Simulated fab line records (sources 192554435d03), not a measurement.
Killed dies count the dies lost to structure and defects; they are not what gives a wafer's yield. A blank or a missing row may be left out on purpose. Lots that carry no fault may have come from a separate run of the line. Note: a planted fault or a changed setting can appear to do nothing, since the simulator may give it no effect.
Lot-split experiment ; flow n5_finfet ; 7 lots, 21 wafers read, on a route of 1938 steps

ABOUT THE SPLIT
At N5_BEOL_M5_ETCH_41 (etches SiCN in CH3F/O2, target depth 31.5 nm, time 56.7 s), the setting source_w was moved away from the recipe's 395 W on 5 of the 21 wafers read, by -16.5% to +16.0%. The other wafers ran this setting at the recipe's value.

The split's own step is where the reading is taken.

THE READING
rf_vpp_V, in V, at N5_BEOL_M5_ETCH_41 (etches SiCN in CH3F/O2, target depth 31.5 nm, time 56.7 s). Fault-free wafers of this fab line usually give 297.1 V, standard deviation 1.5 V.

wafer;tool, chamber at the split;source_w as run, W;against the recipe;rf_vpp_V, V;against lot-mates on the recipe
L074.3;rie_diel-04, 1;395;recipe;297.6;-
L074.5;rie_diel-04, 2;395;recipe;295.8;-
L074.6;rie_diel-04, 3;416;+5.3%;290.6;-6.1
L078.1;rie_diel-02, 3;395;recipe;296.0;-
L078.2;rie_diel-02, 2;395;recipe;297.0;-
L078.4;rie_diel-02, 0;395;recipe;297.7;-
L082.4;rie_diel-06, 3;395;recipe;297.1;-
L082.5;rie_diel-06, 3;395;recipe;298.3;-
L082.6;rie_diel-06, 2;395;recipe;296.6;-
L084.1;rie_diel-06, 0;395;recipe;297.2;-
L084.4;rie_diel-06, 2;395;recipe;298.2;-
L084.6;rie_diel-06, 0;368.5;-6.7%;305.3;+7.6
L089.1;rie_diel-04, 3;395;recipe;296.1;-
L089.4;rie_diel-04, 2;395;recipe;296.1;-
L089.5;rie_diel-04, 2;395;recipe;295.6;-
L092.2;rie_diel-06, 0;395;recipe;298.6;-
L092.3;rie_diel-06, 1;395;recipe;300.4;-
L092.6;rie_diel-06, 0;329.8;-16.5%;316.1;+16.6
L097.1;rie_diel-02, 3;395;recipe;297.2;-
L097.3;rie_diel-02, 1;458.1;+16.0%;285.0;-12.2
L097.6;rie_diel-02, 0;458.1;+16.0%;284.4;-12.8

FIT RESULTS
A straight line over all 21 wafers: rf_vpp_V changes by -0.942 V for each +1% of source_w; r = -0.97; the points scatter about the line by 1.6 V.
The same after taking each lot's own level away (the mean of its wafers on the recipe; 21 wafers): -0.888 V for each +1%; r = -0.99; scatter 1 V.
The reading moves by 15 V for the largest change in source_w, on that fit.
From 295.93 to 299.50 V: that is the span of the lots' own levels, equal to 2.4 times the standard deviation above.
The two slopes agree, so the slope changes little with the lot-to-lot level.
Check: with one of the wafers moved furthest among these (-16.5%) left out of the fit, the line predicts +13.8 V for it against its lot-mates. It came out at +16.6 V against them.
Tool readings at the split's step, against how far the setting was moved: rf_vpp_V r = -0.97.

THESE WAFERS: OTHER SPLITS
Note: prior to the reading, these wafers also went through further splits. Each is held against what the fit with the lots' levels taken away leaves over:
other split on the same wafers;wafers away from the commonest value;r with rf_vpp_V (lot level and that fit taken away)
N5_BEOL_M3_EXPOSE_08 dose_mj;6;+0.16
N5_BEOL_M3_EXPOSE_25 dose_mj;6;+0.32
N5_BEOL_M4_DESCUM_33 time_s;8;+0.14
N5_BEOL_M4_ETCH_70 source_w;5;-0.05

FILE'S OWN FIT
rf_vpp_V changes by -0.93 V for each +1% of source_w, r = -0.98.
